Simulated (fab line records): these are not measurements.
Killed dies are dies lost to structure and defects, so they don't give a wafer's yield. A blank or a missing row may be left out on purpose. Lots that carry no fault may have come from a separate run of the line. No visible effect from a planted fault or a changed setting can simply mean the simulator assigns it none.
fab line records	flow n5_finfet
record: lots: 9	wafers: 25	last_day: 18
route steps=1938 shown BEOL_M4@1057
lots that met no fault: taken from a fault-free run of the same line
start_h: start of the lot's first displayed wafer, in hours after the record's first day	wait_h: hours from the lot's prior step to this one	" the same as in the row above	L1.1+2: several wafers, shown together as one row	- no value present, or no start provided	* or withheld: withheld	< > ~ a bound
route shown NAME@n: a module of which the file shows steps, and the number in the route of the first	usual: mean/standard deviation of fault-free wafers	same: alike in all rows	chamber/n: place in a boat	sites: per-site readings	_std_site: how widely they spread, as a standard deviation	_edge_site: outer sites' mean less inner sites'	radius_mm: for every site, how far away it sits from the centre of the wafer	mask NAME#n: copy n	behind: the last tool/chamber to shape the wafer	hold: why the lot was held/for how many hours/how that ended	device: the n, p or np transistor that did not switch	end of line: at the end of the route, the tests of the same wafers	for a step that has no rows: nothing shown but its recipe	killed: dies lost to structure and defects at the first sort, not the wafer's yield	map: per-die view of a wafer (x killed, . not killed, _ where there is no die)
set.NAME: the setting the step ran with; set.NAME@STEP: the setting that earlier step ran with	model.NAME: the simulator's own value behind a step, which no gauge read
route steps across a sampled set of lots; one table per step, one row per wafer
services: a tool's chamber out of use, with start hour (start_h, from the record's first day; less than 0 if before it), hours out, and reason
== steps ==
step: N5_BEOL_M4_OVL_MEAS_29
recipe: points_per_wafer: 522
usual: V3_OVL: -0.4/0.89
lot.wafer	tool	chamber	start_h	wait_h	V3_OVL[nm]
L312.3	overlay-01	0	165.25	0.0	-0.5
L312.4	"	0	"	"	-1.5
L312.5	"	0	"	"	0.1
L314.2	overlay-02	0	182.41	0.0	0.5
L314.4	"	0	"	"	0.3
L314.5	"	0	"	"	-0.9
L319.2	overlay-01	0	195.71	0.0	-0.1
L319.4	"	0	"	"	-0.9
L319.6	"	0	"	"	-0.2
L318.2	overlay-02	0	201.10	0.0	-0.9
L318.6	"	0	"	"	-1.3
L324.3	overlay-01	0	243.93	0.0	-0.1
L324.4	"	0	"	"	-0.3
L324.5	"	0	"	"	-0.3
L331.2	overlay-01	0	283.09	0.0	-0.1
L331.3	"	0	"	"	0.1
L335.2	overlay-02	0	302.53	0.0	0.2
L335.3	"	0	"	"	0.2
L335.5	"	0	"	"	0.3
L332.1	overlay-02	0	306.60	0.0	-1.8
L332.4	"	0	"	"	-2.1
L332.5	"	0	"	"	-2.2
L334.1	overlay-02	0	307.30	0.0	-1.7
L334.3	"	0	"	"	-1.1
L334.6	"	0	"	"	-2.3
step: N5_BEOL_M4_DESCUM_33
recipe: chemistry: O2	time_s: 7	source_power_w: 50	bias_power_w: 20	pressure_mtorr: 20	rf_frequency_hz: 2.712e+07	temp_c: 40	resist: CAR-EUV	o2_flow_sccm: 225
usual: bias_power_w: 20.00/0.067	drypump_motor_current_A: 5.5/0.39	oes_product_au: 0.78/0.089	rf_vpp_V: 243.2/1.4	showerhead_plenum_p_Torr: 2.09/0.065	throttle_valve_pct: 20.39/0.27
same: time_s: 7
lot.wafer	tool	chamber	start_h	wait_h	bias_power_w	drypump_motor_current_A	oes_product_au	rf_hours_counter_h	rf_vpp_V	showerhead_plenum_p_Torr	throttle_valve_pct
L312.3	rie_diel-05	3	165.33	0.0	20.02	5.2	0.87	42	242.9	2.02	20.07
L312.4	"	0	"	"	20.00	5.4	0.69	219	241.6	2.07	20.52
L312.5	"	3	"	"	20.07	5.2	0.88	-	241.0	2.02	20.08
L314.2	rie_diel-06	0	182.49	0.0	19.98	5.5	0.77	152	241.8	2.02	20.73
L314.4	"	2	"	"	19.93	5.8	0.86	70	242.0	2.04	20.45
L314.5	"	1	"	"	20.05	5.6	0.97	-	242.9	2.07	20.30
L319.2	rie_diel-05	2	195.79	0.0	20.07	5.1	0.72	185	245.4	2.15	20.30
L319.4	"	1	"	"	20.08	5.3	0.83	85	245.0	2.18	19.95
L319.6	"	0	"	"	20.02	5.4	0.68	-	242.8	2.06	20.55
L318.2	rie_diel-05	0	201.27	0.1	19.82	5.4	0.68	230	243.9	2.06	20.55
L318.6	"	2	"	"	20.02	5.1	0.72	-	244.3	2.15	20.29
L324.3	rie_diel-01	1	244.19	0.2	19.98	6.1	0.70	227	240.9	2.02	20.87
L324.4	"	2	"	"	19.94	5.3	0.83	104	243.6	2.10	20.03
L324.5	"	2	"	"	19.92	5.3	0.82	-	243.0	2.09	20.03
L331.2	rie_diel-05	2	283.24	0.1	20.07	5.1	0.70	216	244.0	2.14	20.33
L331.3	"	1	"	"	20.11	5.3	0.79	117	246.1	2.17	19.99
L335.2	rie_diel-06	3	302.66	0.1	20.12	5.4	0.70	217	246.2	2.18	20.47
L335.3	"	1	"	"	19.97	5.5	0.88	56	241.0	2.05	20.36
L335.5	"	1	"	"	20.04	5.6	0.89	-	243.9	2.05	20.36
L332.1	rie_diel-05	1	306.74	0.1	19.97	5.3	0.79	125	245.3	2.17	20.01
L332.4	"	2	"	"	19.98	5.1	0.69	223	244.1	2.14	20.36
L332.5	"	3	"	"	19.92	5.2	0.80	-	242.3	2.00	20.12
L334.1	rie_diel-01	0	307.39	0.0	20.06	5.2	0.97	2	244.2	2.15	20.36
L334.3	"	2	"	"	20.13	5.3	0.79	128	243.3	2.09	20.07
L334.6	"	2	"	"	20.12	5.3	0.78	-	242.7	2.09	20.06
step: N5_BEOL_M4_ALD_98
recipe: material: SiO2	target_thk_a: 25	temp_c: 100	ald_precursor_family: BDEAS	ald_co_reactant: O2-plasma	pulse_time_s: 1	co_reactant_pulse_time_s: 1	purge_time_s: 2	co_reactant_purge_time_s: 2	ald_cycles: 17	pressure_torr: 2
usual: heater_power_w: 81/7.3	precursor_pulse_height_rel: 1.000/0.02
same: co_reactant_purge_time_s: 2
lot.wafer	tool	chamber	start_h	wait_h	heater_power_w	precursor_pulse_height_rel
L312.3	ald_sin-01	1	165.60	0.2	86	0.976
L312.4	"	0	"	"	72	1.027
L312.5	"	1	"	"	85	1.014
L314.2	ald_sin-03	1	182.76	0.2	83	1.017
L314.4	"	3	"	"	70	0.983
L314.5	"	0	"	"	84	0.979
L319.2	ald_sin-03	3	195.93	0.1	69	0.984
L319.4	"	2	"	"	80	0.981
L319.6	"	1	"	"	84	0.990
L318.2	ald_sin-02	1	201.41	0.1	75	0.995
L318.6	"	3	"	"	90	0.988
L324.3	ald_sin-02	0	244.32	0.1	99	1.021
L324.4	"	2	"	"	87	0.994
L324.5	"	0	"	"	94	0.976
L331.2	ald_sin-03	2	283.37	0.1	80	0.987
L331.3	"	0	"	"	86	0.997
L335.2	ald_sin-01	0	302.79	0.1	73	1.002
L335.3	"	3	"	"	82	0.971
L335.5	"	2	"	"	67	1.014
L332.1	ald_sin-03	0	306.93	0.1	85	0.988
L332.4	"	2	"	"	79	1.023
L332.5	"	3	"	"	73	0.966
L334.1	ald_sin-03	3	307.52	0.1	71	0.996
L334.3	"	1	"	"	86	0.996
L334.6	"	1	"	"	86	0.999
step: N5_BEOL_M4_TRENCH_ETCH_37
recipe: chemistry: C4F6/O2	target_depth_a: 555.55	target: SiOC	time_s: 29.2	ion_energy_ev: 250	pressure_mtorr: 30	source_w: 355	bias_w: 185	Ar_flow_sccm: 300	C4F6_flow_sccm: 10	O2_flow_sccm: 10
usual: bias_w: 185.1/0.52	drypump_motor_current_A: 5.5/0.38	oes_ar_750_au: 0.78/0.078	oes_o_777_au: 0.78/0.083	oes_product_au: 0.78/0.084	rf_vpp_V: 667/23	showerhead_plenum_p_Torr: 2.85/0.089	throttle_valve_pct: 20.83/0.2
same: time_s: 29.2
lot.wafer	tool	chamber	start_h	wait_h	bias_w	drypump_motor_current_A	oes_ar_750_au	oes_o_777_au	oes_product_au	rf_hours_counter_h	rf_vpp_V	showerhead_plenum_p_Torr	throttle_valve_pct
L312.3	rie_diel-06	1	172.65	-	185.0	5.6	0.94	0.94	0.97	8	651	2.80	20.64
L312.4	"	3	"	"	185.3	5.5	0.74	0.73	0.74	172	651	2.97	20.82
L312.5	"	3	"	"	184.8	5.5	0.74	0.74	0.74	-	651	2.97	20.82
L314.2	rie_diel-01	0	185.43	-	184.8	5.2	0.72	0.75	0.71	221	647	2.90	20.87
L314.4	"	3	"	"	185.5	6.6	0.68	0.70	0.68	211	653	2.92	20.51
L314.5	"	1	"	"	184.7	6.0	0.73	0.76	0.71	-	641	2.75	21.25
L319.2	rie_diel-01	1	201.97	-	186.0	6.0	0.73	0.76	0.71	211	641	2.75	21.26
L319.4	"	3	"	"	184.9	6.6	0.67	0.70	0.68	217	655	2.92	20.51
L319.6	"	3	"	"	185.5	6.6	0.68	0.70	0.68	-	653	2.92	20.51
L318.2	rie_diel-01	1	209.51	-	185.7	6.1	0.72	0.76	0.71	214	641	2.75	21.27
L318.6	"	1	"	"	185.2	6.1	0.72	0.76	0.71	-	640	2.75	21.26
L324.3	rie_diel-01	3	247.26	-	134.8	6.6	0.65	0.67	0.63	231	509	2.92	20.54
L324.4	"	0	"	"	185.7	5.2	0.71	0.74	0.70	242	647	2.89	20.92
L324.5	"	1	"	"	185.1	6.1	0.71	0.75	0.70	-	638	2.74	21.28
L331.2	rie_diel-05	2	296.16	-	184.9	5.1	0.68	0.65	0.69	219	690	2.94	20.94
L331.3	"	3	"	"	185.3	5.2	0.79	0.74	0.81	88	716	2.78	20.84
L335.2	rie_diel-05	0	305.25	-	185.0	5.4	0.94	1.00	0.93	13	656	2.78	20.57
L335.3	"	1	"	"	184.2	5.3	0.80	0.78	0.80	124	698	2.97	20.61
L335.5	"	3	"	"	185.0	5.2	0.79	0.73	0.80	-	715	2.78	20.85
L332.1	rie_diel-01	1	308.36	-	185.0	6.0	0.70	0.73	0.67	256	640	2.73	21.33
L332.4	"	2	"	"	184.9	5.3	0.78	0.77	0.78	-	654	2.87	20.69
L332.5	"	0	"	"	185.0	5.2	0.97	1.02	0.98	-	653	2.89	20.58
L334.1	rie_diel-06	1	308.43	-	185.2	5.6	0.85	0.85	0.86	58	649	2.78	20.74
L334.3	"	2	"	"	185.2	5.9	0.83	0.86	0.81	114	666	2.76	20.93
L334.6	"	0	"	"	184.7	5.6	0.75	0.77	0.74	-	661	2.71	21.02
step: N5_BEOL_M4_OCD_MEAS_38
usual: trench_depth_nm: 55.8/1.4
lot.wafer	tool	chamber	start_h	wait_h	trench_depth_nm
L312.3	ocd-02	-	172.80	-	56.0
L312.4	"	-	"	"	55.1
L312.5	"	-	"	"	54.8
L314.2	ocd-01	-	185.58	-	55.4
L314.4	"	-	"	"	54.0
L314.5	"	-	"	"	53.8
L319.2	ocd-01	-	202.13	-	54.6
L319.4	"	-	"	"	54.3
L319.6	"	-	"	"	54.5
L318.2	ocd-01	-	209.66	-	53.9
L318.6	"	-	"	"	53.9
L324.3	ocd-02	-	247.42	-	49.0
L324.4	"	-	"	"	55.8
L324.5	"	-	"	"	54.6
L331.2	ocd-02	-	296.33	-	53.8
L331.3	"	-	"	"	55.3
L335.2	ocd-02	-	305.40	-	54.3
L335.3	"	-	"	"	56.2
L335.5	"	-	"	"	56.3
L332.1	ocd-02	-	308.52	-	53.3
L332.4	"	-	"	"	56.7
L332.5	"	-	"	"	56.8
L334.1	ocd-02	-	308.58	-	55.8
L334.3	"	-	"	"	57.0
L334.6	"	-	"	"	56.9
step: N5_BEOL_M4_RC_MEAS_101
usual: DIBL_N: 36.7/2.6	DIBL_P: 36.9/2.8	IOFF_N: 0.17/0.043	IOFF_P: 0.22/0.05	ION_N: 678/15	ION_P: 465/9.2	SS_N: 71.6/0.79	SS_P: 73.5/0.82	VT_N: 250/3.9	VT_P: -250/3.7
lot.wafer	tool	chamber	start_h	wait_h	DIBL_N[mV/V]	DIBL_P[mV/V]	IOFF_N[nA/um]	IOFF_P[nA/um]	ION_N[uA/um]	ION_P[uA/um]	SS_N[mV/dec]	SS_P[mV/dec]	VT_N[mV]	VT_P[mV]
L312.3	prober-01	0	176.98	0.3	34.5	35.8	0.14	0.18	677	468	71.0	73.3	251	-254
L312.4	"	0	"	"	37.9	39.5	0.19	0.24	684	463	72.8	74.0	251	-250
L312.5	"	0	"	"	41.6	44.6	0.29	0.33	692	466	73.9	74.8	246	-247
L314.2	prober-02	0	191.70	0.2	36.1	37.0	0.16	0.18	697	466	71.5	73.2	248	-254
L314.4	"	0	"	"	35.9	36.4	0.14	0.17	662	446	71.6	73.2	254	-255
L314.5	"	0	"	"	37.1	37.0	0.16	0.17	690	459	71.8	74.1	251	-257
L319.2	prober-01	0	206.64	0.2	36.4	36.8	0.16	0.20	671	461	71.3	73.1	248	-251
L319.4	"	0	"	"	41.1	42.8	0.24	0.29	679	458	73.3	75.0	247	-247
L319.6	"	0	"	"	37.8	37.5	0.17	0.21	667	454	72.0	73.9	253	-251
L318.2	prober-02	0	213.98	0.2	40.7	42.5	0.22	0.39	687	480	72.5	75.2	247	-240
L318.6	"	0	"	"	39.8	41.1	0.23	0.36	697	484	72.0	74.4	241	-241
L324.3	prober-01	0	251.67	0.3	37.5	36.9	0.17	0.22	674	462	71.0	73.7	248	-247
L324.4	"	0	"	"	37.9	39.1	0.16	0.25	672	469	72.3	73.7	248	-247
L324.5	"	0	"	"	40.5	40.5	0.23	0.29	701	479	72.1	74.3	245	-246
L331.2	prober-02	0	300.57	0.2	33.9	34.0	0.12	0.17	663	449	71.5	72.6	252	-251
L331.3	"	0	"	"	32.4	32.2	0.11	0.16	675	465	70.7	71.9	252	-254
L335.2	prober-02	0	309.73	0.2	36.5	37.1	0.14	0.20	683	469	71.2	73.3	255	-253
L335.3	"	0	"	"	39.4	40.4	0.18	0.25	673	464	71.8	74.1	252	-251
L335.5	"	0	"	"	36.1	36.5	0.13	0.18	667	456	71.5	72.9	253	-253
L334.1	prober-01	0	312.65	0.0	31.9	32.4	0.11	0.16	661	461	70.0	73.0	254	-252
L334.3	"	0	"	"	35.5	36.8	0.16	0.20	670	451	71.8	73.0	248	-249
L334.6	"	0	"	"	32.5	32.3	0.11	0.15	652	453	70.7	71.9	254	-255
L332.1	prober-02	0	312.69	0.0	38.8	37.9	0.20	0.24	690	475	71.3	74.6	244	-248
L332.4	"	0	"	"	36.5	35.2	0.15	0.21	664	454	70.6	73.6	251	-248
L332.5	"	0	"	"	39.8	39.3	0.24	0.28	703	470	71.8	74.4	244	-248
== services ==
tool	chamber	start_h	hours	kind
ald_sin-03	3	143.82	2.7	repair
ald_sin-02	-	176.78	14.0	pm
rie_diel-01	2	225.67	2.5	repair
rie_diel-01	0	230.15	3.8	repair
ald_sin-03	0	247.86	8.6	repair
rie_diel-05	0	251.23	-	clean
rie_diel-06	0	251.86	12.1	repair
ald_sin-01	0	260.38	4.4	repair
ald_sin-02	-	265.16	0.8	repair
rie_diel-06	3	267.73	5.6	repair
ald_sin-01	-	268.31	14.0	pm
rie_diel-01	0	273.91	-	clean
rie_diel-01	0	273.91	-	consumable_replace:esc
rie_diel-01	0	273.91	-	consumable_replace:focus_ring
rie_diel-01	0	273.91	29.4	scheduled_down
rie_diel-01	0	273.91	29.4	vent_cycle
rie_diel-01	2	274.40	6.1	repair
ald_sin-01	2	285.96	10.0	repair
rie_diel-06	2	299.66	8.5	repair
ald_sin-03	-	300.29	0.7	repair
rie_diel-01	3	303.35	-	clean
rie_diel-01	3	303.35	-	consumable_replace:focus_ring
rie_diel-01	3	303.35	17.1	scheduled_down
rie_diel-01	3	303.35	17.1	vent_cycle
== key ==
first_sign: step: N5_BEOL_M4_TRENCH_ETCH_37	reading: bias_w	direction: down	sigmas: 96	usual: *	struck: *
effect: step: N5_BEOL_M4_TRENCH_ETCH_37	reading: rf_vpp_V	direction: down	sigmas: 6.8	usual: 667	struck: 509
effect: step: N5_BEOL_M4_OCD_MEAS_38	reading: trench_depth_nm	direction: down	sigmas: 4.8	usual: 55.8	struck: 49.0
met_at N5_BEOL_M4_TRENCH_ETCH_37
struck_lots L324
struck_wafers L324.3
not_acting_at N5_BEOL_M4_OVL_MEAS_29,N5_BEOL_M4_DESCUM_33,N5_BEOL_M4_ALD_98
onset_between 201.97 247.26
fault: kind: process_parameter_drift	tool: rie_diel-01	chamber: 3	onset_h: 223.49	steps: N5_BEOL_M4_TRENCH_ETCH_37	channel: bias_w	offset: *	shape: step	end_h: 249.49	acts_in: *	stated: *
